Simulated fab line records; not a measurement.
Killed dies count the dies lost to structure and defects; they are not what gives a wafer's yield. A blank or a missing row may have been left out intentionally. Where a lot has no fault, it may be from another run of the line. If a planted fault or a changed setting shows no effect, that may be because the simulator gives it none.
One fault seen from 2 desks + flow n5Finfet + numbers are kept per desk, each desk with only its own; the story behind them comes last

DESK OF THE TOOL OWNER: cvdCo-02
The tool's own readings at N5_BEOL_M2_CO_CAP_55 (material Co, precursor CCTBA/H2, target thk 2 nm, time 102.1 s): means of the sampled wafers that have a number, for each lot that ran on this tool. If a lot's mean is further than 4 standard deviations from the usual mean, the lot is out of limits and carries the mark OUT (the distance appears in the brackets).
Columns: A = heaterPowerW at N5_BEOL_M2_CO_CAP_55, usual 254 W; B = runLengthS at N5_BEOL_M2_CO_CAP_55, usual 124.7 s
| lot  | first seen here | A   | B               |
|------|-----------------|-----|-----------------|
| L725 | day 7 18:37     | 286 | 124.6           |
| L728 | day 8 18:12     | 294 | 106.6 (-40) OUT |
| L733 | day 9 20:22     | 292 | 97.2 (-61) OUT  |
This desk finds L728, L733 out of limits, L728 being first, at day 8 18:12 (runLengthS at N5_BEOL_M2_CO_CAP_55). Within limits: L725.

FROM THE METROLOGY DESK
Lot by lot, what the gauges showed, no matter which tool ran the lot: averages of those sampled wafers that carry a number. If a lot's mean is further than 4 standard deviations from the usual mean, the lot is out of limits and carries the mark OUT (the distance appears in the brackets). 7 of its 11 readings are shown, namely those furthest out on some lot.
Columns: A = DIBL_N at N5_BEOL_M4_RC_MEAS_101, usual 36.0 mV/V; B = DIBL_P at N5_BEOL_M4_RC_MEAS_101, usual 36.7 mV/V; C = IOFF_P at N5_BEOL_M4_RC_MEAS_101, usual 0.21 nA/um; D = ION_N at N5_BEOL_M4_RC_MEAS_101, usual 673 uA/um; E = ION_P at N5_BEOL_M4_RC_MEAS_101, usual 461 uA/um; F = SS_N at N5_BEOL_M4_RC_MEAS_101, usual 71.5 mV/dec; G = VT_N at N5_BEOL_M4_RC_MEAS_101, usual 250 mV
| lot  | first seen here | A    | B    | C    | D   | E   | F    | G   |
|------|-----------------|------|------|------|-----|-----|------|-----|
| L725 | day 7 18:32     | 35.8 | 36.7 | 0.22 | 676 | 470 | 72.3 | 249 |
| L728 | day 8 18:07     | 34.5 | 38.0 | 0.22 | 673 | 458 | 72.1 | 249 |
| L733 | day 9 20:18     | 35.0 | 32.5 | 0.21 | 673 | 468 | 70.9 | 252 |
| L737 | day 10 22:49    | 35.7 | 36.6 | 0.19 | 666 | 457 | 71.9 | 251 |
| L738 | day 11 04:13    | 37.8 | 38.9 | 0.27 | 691 | 475 | 71.8 | 247 |
| L739 | day 11 22:04    | 33.0 | 34.3 | 0.15 | 660 | 449 | 70.6 | 255 |
This desk found nothing out of limits on any of the 6 lots.

PUT TOGETHER
On L728, L733, at day 8 18:12, an alarm was possible from the tool owner's desk.
The metrology desk saw nothing out of limits.
The metrology desk holds a record of L728, L733, inside its limits.
On cvdCo-02, each named lot ran N5_BEOL_M2_CO_CAP_55.

WHAT THE SIMULATOR HAD PUT IN
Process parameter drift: cvdCo-02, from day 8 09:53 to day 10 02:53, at N5_BEOL_M2_CO_CAP_55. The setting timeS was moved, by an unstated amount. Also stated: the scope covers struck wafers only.
Struck lots among those shown: L728, L733.
Each desk's first reading out of limits, in hours after the fault started: the tool owner's desk, 8.
